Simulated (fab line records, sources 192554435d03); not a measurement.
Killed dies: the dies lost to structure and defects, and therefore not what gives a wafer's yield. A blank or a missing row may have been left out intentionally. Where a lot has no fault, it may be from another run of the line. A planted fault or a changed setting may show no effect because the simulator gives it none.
Lot-split experiment    flow n5_finfet    route with 1938 steps; 7 lots, 21 wafers read

SPLIT DETAILS
At N5_BEOL_M14_DEP_53 (deposits SiCN from 3MS/NH3, target thk 50 nm, time 17.8 s), the setting time_s was moved away from the recipe's 17.8 s on 8 of the 21 wafers read, by -6.1% to +13.7%. For the rest of the wafers, this setting stayed at what the recipe calls for.

The reading is taken at the split's own step.

THE READING
SiCN_of_BEOL_M14_DEP_53.thk_nm (the simulator's own value, which no gauge read), in nm, at N5_BEOL_M14_DEP_53 (deposits SiCN from 3MS/NH3, target thk 50 nm, time 17.8 s). There is no usual value for it anywhere in the file. Here, 13 wafers ran the recipe; their average is 50.0 nm with a standard deviation of 0.69 nm.

wafer   tool, chamber at the split  time_s as run, s  against the recipe  SiCN_of_BEOL_M14_DEP_53.thk_nm, nm  against lot-mates on the recipe
L075.2  pecvd-04, 1                 17.8              recipe              48.8                                -
L075.3  pecvd-04, 0                 20.24             +13.7%              56.4                                +7.6
L075.4  pecvd-04, 2                 20.24             +13.7%              56.6                                +7.8
L078.1  pecvd-01, 0                 17.8              recipe              50                                  -
L078.2  pecvd-01, 1                 17.8              recipe              49.4                                -
L078.5  pecvd-01, 0                 17.8              recipe              50.8                                -
L081.3  pecvd-04, 0                 19.17             +7.7%               53.8                                no lot-mate on the recipe
L081.5  pecvd-04, 0                 19.17             +7.7%               53.6                                no lot-mate on the recipe
L081.6  pecvd-04, 1                 19.17             +7.7%               53.2                                no lot-mate on the recipe
L080.2  pecvd-01, 1                 17.8              recipe              49.6                                -
L080.4  pecvd-01, 0                 17.8              recipe              50.2                                -
L080.6  pecvd-01, 2                 16.92             -4.9%               48.8                                -1.1
L087.3  pecvd-04, 1                 17.8              recipe              48.8                                -
L087.4  pecvd-04, 0                 17.8              recipe              50.6                                -
L087.6  pecvd-04, 1                 18.49             +3.9%               51.2                                +1.5
L093.4  pecvd-01, 1                 17.8              recipe              50.4                                -
L093.5  pecvd-01, 0                 16.71             -6.1%               47.4                                -3.3
L093.6  pecvd-01, 2                 17.8              recipe              51                                  -
L096.2  pecvd-03, 2                 17.8              recipe              49.6                                -
L096.4  pecvd-03, 0                 17.8              recipe              49.8                                -
L096.5  pecvd-03, 2                 17.8              recipe              50.6                                -

THE FIT
A straight line over all 21 wafers: SiCN_of_BEOL_M14_DEP_53.thk_nm changes by +0.451 nm for each +1% of time_s; r = +0.97; the points scatter about the line by 0.65 nm.
The same after taking each lot's own level away (the mean of its wafers on the recipe; 18 wafers): +0.531 nm for each +1%; r = +0.97; scatter 0.63 nm.
On that fit, the largest move of time_s shifts the reading by 7.3 nm.
Measured against the standard deviation above, the lots' own levels, which go from 48.80 to 50.70 nm, span 2.8 times it.
Thus the slope moves with the lot-to-lot level: the two fits are different.
Check: for one of the wafers moved furthest among these (+13.7%), held out of the fit, the line's prediction against its lot-mates is +7.22 nm. Against them it came out at +7.6 nm.

THESE WAFERS: OTHER SPLITS
These wafers also went through other splits before the reading. Each is held against what the fit with the lots' levels taken away leaves over:
other split on the same wafers  wafers away from the commonest value  r with SiCN_of_BEOL_M14_DEP_53.thk_nm (lot level and that fit taken away)
N5_BEOL_M11_COAT_05 spin_rpm    7                                     -0.09
N5_BEOL_M13_COAT_58 spin_rpm    5                                     +0.10
N5_BEOL_M13_COAT_22 spin_rpm    7                                     -0.03
N5_BEOL_M13_ETCH_67 bias_w      11                                    -0.32

FILE'S OWN FIT
SiCN_of_BEOL_M14_DEP_53.thk_nm changes by +0.517 nm for each +1% of time_s, r = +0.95.
